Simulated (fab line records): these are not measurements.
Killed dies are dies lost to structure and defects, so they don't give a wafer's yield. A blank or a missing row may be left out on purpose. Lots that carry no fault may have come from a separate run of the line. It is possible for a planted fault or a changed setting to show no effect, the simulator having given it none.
fab line records | flow n5-finfet | part 2 of 2: steps 20 to 28 of 28
record lots=5 wafers=15 last-day=17
route steps=1938 shown BEOL_M3@973
lots untouched by any fault: they come from a run of this same line in which no faults occurred
start-h: the number of hours between the record's first day and the start of the first shown wafer of the lot | wait-h: hours since the lot's step before | " identical to the entry in the row above | L1.1+2: a row that stands for several wafers | - no value present, or no start provided | * or withheld: withheld | < > ~ a bound
route shown NAME@n: NAME is a module with steps in the file, n the number in the route of the first one | usual: mean/standard deviation taken from wafers without a fault | same: alike in all rows | chamber/n: place in a boat | sites: per-site readings | _std_site: the standard deviation of these | _edge_site: the outer-site mean with the inner-site mean subtracted | radius-mm: for every site, how far away it sits from the centre of the wafer | mask NAME#n: copy n | behind: the tool/chamber that last shaped the wafer | hold: why the lot went on hold/how many hours it stayed there/how the hold came to an end | device: names the non-switching transistor (n, p or np) | end of line: tests of these same wafers at the route's end | where a step has no rows: the recipe by itself | killed: dies that structure and defects cost at the first sort, which is not the same as the wafer's yield | map: the dies of a wafer, with x for killed, . for not killed, _ for no die there
set.NAME: the setting as run; set.NAME@STEP: as run at that earlier step | model.NAME: the simulator's own value behind a step, which no gauge read
lots seen at some steps along the route; tables by step, rows by wafer
services: when a tool's chamber went out of use (start-h, in hours from the record's first day, below 0 if earlier), for how many hours, and the reason
## steps
# step N5_BEOL_M3_SURFACE_TREAT_85
# recipe gas=Ar time-s=* ion-energy-ev=* ion-current-ma-cm2=0.5 pressure-mtorr=* ar-flow-sccm=30
# usual throttle-valve-pct=*
# columns lot.wafer tool chamber start-h wait-h throttle-valve-pct
L077.1 pvd-sputter-03 - 162.01 0.2 *
L077.2 " - " " *
L077.5 " - " " *
L083.1 pvd-sputter-02 - 230.94 1.6 *
L083.5 " - " " *
L083.6 " - " " *
L086.2 pvd-sputter-03 - 235.26 0.1 *
L086.5 " - " " *
L086.6 " - " " *
L087.1 pvd-sputter-01 - 237.95 0.1 *
L087.2 " - " " *
L087.4 " - " " *
L096.1 pvd-sputter-01 - 290.96 0.4 *
L096.4 " - " " *
L096.6 " - " " *
# step N5_BEOL_M3_CVD_47
# recipe material=Co target-thk-a=30 temp-c=withheld precursor=CCTBA/H2 pressure-torr=30 time-s=223.8
# columns lot.wafer tool chamber start-h wait-h
L077.1+2+5 cvd-co-02 0,2,0 162.07 0.0
L083.1+5+6 cvd-co-01 0,1,0 231.07 0.1
L086.2+5+6 cvd-co-02 1,2,0 235.46 0.2
L087.1+2+4 cvd-co-02 2,1,2 238.03 0.1
L096.1+4+6 cvd-co-02 0,1,0 291.45 0.5
# step N5_BEOL_M3_SPUTTER_48
# recipe material=Cu target-thk-a=45 temp-c=-20 chamber-pressure-pa=0.07 power-w=withheld time-s=8.29
# usual chuck-gas-flow-sccm=1.26/0.057 chuck-sensor-temp-C=-16.1/0.55 throttle-valve-pct=30.0/0.61
# columns lot.wafer tool chamber start-h wait-h chuck-gas-flow-sccm chuck-sensor-temp-C throttle-valve-pct
L077.1 pvd-sputter-03 - 162.32 0.2 1.25 -16.8 29.9
L077.2 " - " " 1.35 -16.8 29.1
L077.5 " - " " 1.28 -16.6 30.0
L083.1 pvd-sputter-02 - 231.24 0.1 1.17 -15.9 29.9
L083.5 " - " " 1.19 -15.9 30.0
L083.6 " - " " 1.32 -15.0 31.1
L086.2 pvd-sputter-01 - 236.08 0.6 1.32 -15.7 30.5
L086.5 " - " " 1.24 -15.6 30.1
L086.6 " - " " 1.37 -16.2 28.8
L087.1 pvd-sputter-03 - 238.19 0.1 1.34 -16.2 29.7
L087.2 " - " " 1.24 -16.6 30.0
L087.4 " - " " 1.16 -17.0 29.7
L096.1 pvd-sputter-03 - 291.73 0.2 1.19 -16.7 29.4
L096.4 " - " " 1.12 -16.9 29.9
L096.6 " - " " 1.31 -16.7 29.4
# step N5_BEOL_M3_ANNEAL_49
# recipe temp-c=400 time-s=240 ambient=vacuum
# usual heater-power-w=878/140
# columns lot.wafer tool chamber start-h wait-h heater-power-w
L077.1 pvd-sputter-03 - 162.40 0.0 676
L077.2 " - " " 954
L077.5 " - " " 834
L083.1 pvd-sputter-02 - 231.32 0.0 808
L083.5 " - " " 780
L083.6 " - " " 703
L086.2 pvd-sputter-01 - 236.16 0.0 779
L086.5 " - " " 804
L086.6 " - " " 921
L087.1 pvd-sputter-03 - 238.28 0.0 1050
L087.2 " - " " 839
L087.4 " - " " 670
L096.1 pvd-sputter-03 - 291.81 0.0 954
L096.4 " - " " 652
L096.6 " - " " 951
# step N5_BEOL_M3_SPUTTER_79
# recipe material=Cu target-thk-a=45 temp-c=-20 chamber-pressure-pa=0.07 power-w=withheld time-s=8.29
# usual chuck-gas-flow-sccm=1.27/0.049 chuck-sensor-temp-C=-16.1/0.56 throttle-valve-pct=30.0/0.64
# columns lot.wafer tool chamber start-h wait-h chuck-gas-flow-sccm chuck-sensor-temp-C throttle-valve-pct
L077.1 pvd-sputter-03 - 162.54 0.1 1.23 -17.0 30.0
L077.2 " - " " 1.31 -16.8 29.5
L077.5 " - " " 1.30 -16.6 30.0
L083.1 pvd-sputter-02 - 231.46 0.1 1.35 -15.9 30.0
L083.5 " - " " 1.20 -15.9 29.6
L083.6 " - " " 1.29 -15.0 30.6
L086.2 pvd-sputter-01 - 236.30 0.1 1.24 -15.5 30.4
L086.5 " - " " 1.26 -15.6 30.3
L086.6 " - " " 1.27 -16.1 28.8
L087.1 pvd-sputter-03 - 238.44 0.1 1.16 -16.1 29.7
L087.2 " - " " 1.32 -16.5 29.8
L087.4 " - " " 1.25 -17.0 29.7
L096.1 pvd-sputter-03 - 291.95 0.1 1.28 -16.7 29.3
L096.4 " - " " 1.30 -17.1 29.7
L096.6 " - " " 1.25 -16.7 29.4
# step N5_BEOL_M3_ANNEAL_80
# recipe temp-c=400 time-s=240 ambient=vacuum
# usual heater-power-w=876/140
# columns lot.wafer tool chamber start-h wait-h heater-power-w
L077.1 pvd-sputter-03 - 162.62 0.0 655
L077.2 " - " " 938
L077.5 " - " " 832
L083.1 pvd-sputter-02 - 231.54 0.0 807
L083.5 " - " " 802
L083.6 " - " " 709
L086.2 pvd-sputter-01 - 236.38 0.0 805
L086.5 " - " " 807
L086.6 " - " " 927
L087.1 pvd-sputter-03 - 238.53 0.0 1018
L087.2 " - " " 851
L087.4 " - " " 653
L096.1 pvd-sputter-03 - 292.03 0.0 955
L096.4 " - " " 649
L096.6 " - " " 936
# step N5_BEOL_M3_SPUTTER_81
# recipe material=Cu target-thk-a=45 temp-c=-20 chamber-pressure-pa=0.07 power-w=withheld time-s=8.29
# usual chuck-gas-flow-sccm=1.26/0.057 chuck-sensor-temp-C=-16.1/0.55 throttle-valve-pct=30.0/0.61
# columns lot.wafer tool chamber start-h wait-h chuck-gas-flow-sccm chuck-sensor-temp-C throttle-valve-pct
L077.1 pvd-sputter-03 - 162.76 0.1 1.26 -17.0 29.9
L077.2 " - " " 1.18 -16.8 29.6
L077.5 " - " " 1.29 -16.7 29.9
L083.1 pvd-sputter-02 - 231.68 0.1 1.15 -15.8 30.1
L083.5 " - " " 1.31 -15.9 30.0
L083.6 " - " " 1.26 -15.2 30.7
L086.2 pvd-sputter-01 - 236.52 0.1 1.35 -15.7 30.1
L086.5 " - " " 1.33 -15.7 30.3
L086.6 " - " " 1.24 -16.0 28.8
L087.1 pvd-sputter-03 - 238.69 0.1 1.22 -16.3 29.7
L087.2 " - " " 1.26 -16.5 29.9
L087.4 " - " " 1.29 -17.2 29.7
L096.1 pvd-sputter-03 - 292.17 0.1 1.20 -16.4 29.0
L096.4 " - " " 1.33 -17.0 29.9
L096.6 " - " " 1.27 -16.6 29.4
# step N5_BEOL_M3_ANNEAL_82
# recipe temp-c=400 time-s=240 ambient=vacuum
# usual heater-power-w=877/140
# columns lot.wafer tool chamber start-h wait-h heater-power-w
L077.1 pvd-sputter-03 - 162.84 0.0 658
L077.2 " - " " 960
L077.5 " - " " 841
L083.1 pvd-sputter-02 - 231.76 0.0 819
L083.5 " - " " 764
L083.6 " - " " 705
L086.2 pvd-sputter-01 - 236.60 0.0 824
L086.5 " - " " 794
L086.6 " - " " 910
L087.1 pvd-sputter-03 - 238.78 0.0 1000
L087.2 " - " " 860
L087.4 " - " " 651
L096.1 pvd-sputter-03 - 292.25 0.0 963
L096.4 " - " " 647
L096.6 " - " " 940
# step N5_BEOL_M3_SPUTTER_86
# recipe material=Cu target-thk-a=45 temp-c=-20 chamber-pressure-pa=0.07 power-w=withheld time-s=8.29
# usual chuck-gas-flow-sccm=1.26/0.059 chuck-sensor-temp-C=-16.1/0.56 throttle-valve-pct=30.0/0.62
# columns lot.wafer tool chamber start-h wait-h chuck-gas-flow-sccm chuck-sensor-temp-C throttle-valve-pct
L077.1 pvd-sputter-03 - 162.98 0.1 1.29 -17.1 29.7
L077.2 " - " " 1.28 -16.7 29.2
L077.5 " - " " 1.26 -16.6 29.9
L083.1 pvd-sputter-02 - 231.90 0.1 1.25 -15.9 29.9
L083.5 " - " " 1.21 -15.9 29.8
L083.6 " - " " 1.25 -15.1 30.9
L086.2 pvd-sputter-01 - 236.74 0.1 1.27 -15.7 30.7
L086.5 " - " " 1.25 -15.6 30.1
L086.6 " - " " 1.32 -15.9 29.3
L087.1 pvd-sputter-03 - 238.94 0.1 1.26 -16.2 29.8
L087.2 " - " " 1.22 -16.6 30.2
L087.4 " - " " 1.27 -17.0 30.0
L096.1 pvd-sputter-03 - 292.39 0.1 1.31 -16.6 29.4
L096.4 " - " " 1.27 -17.0 29.8
L096.6 " - " " 1.26 -16.7 29.3
## services
# columns tool chamber start-h hours kind
ald-metal-03 0 136.44 27.4 repair
cvd-co-01 0 144.42 9.9 repair
rie-diel-01 3 148.32 7.9 repair
rie-diel-06 3 154.22 - clean
rie-diel-06 3 154.22 - consumable-replace:focus-ring
rie-diel-06 3 154.22 12.6 scheduled-down
cvd-co-01 - 163.59 6.0 pm
wet-bench-06 - 194.93 2.0 repair
ald-metal-01 - 195.16 1.3 repair
rie-diel-02 1 196.13 24.9 repair
pvd-sputter-01 - 200.17 1.1 repair
ald-metal-03 - 213.90 2.8 pm
rie-diel-01 2 218.89 6.3 repair
ald-metal-02 - 223.03 8.7 pm
rie-diel-06 2 227.39 4.3 repair
cvd-co-01 - 232.54 6.9 pm
ald-metal-02 - 242.48 0.7 repair
rie-diel-06 1 244.69 4.1 repair
cvd-co-01 2 245.96 4.6 repair
cvd-co-01 1 249.75 18.6 repair
wet-bench-06 - 274.70 1.9 pm
cvd-co-02 2 278.33 24.8 repair
rie-diel-01 3 282.73 4.1 repair
cvd-co-02 - 283.05 0.7 repair
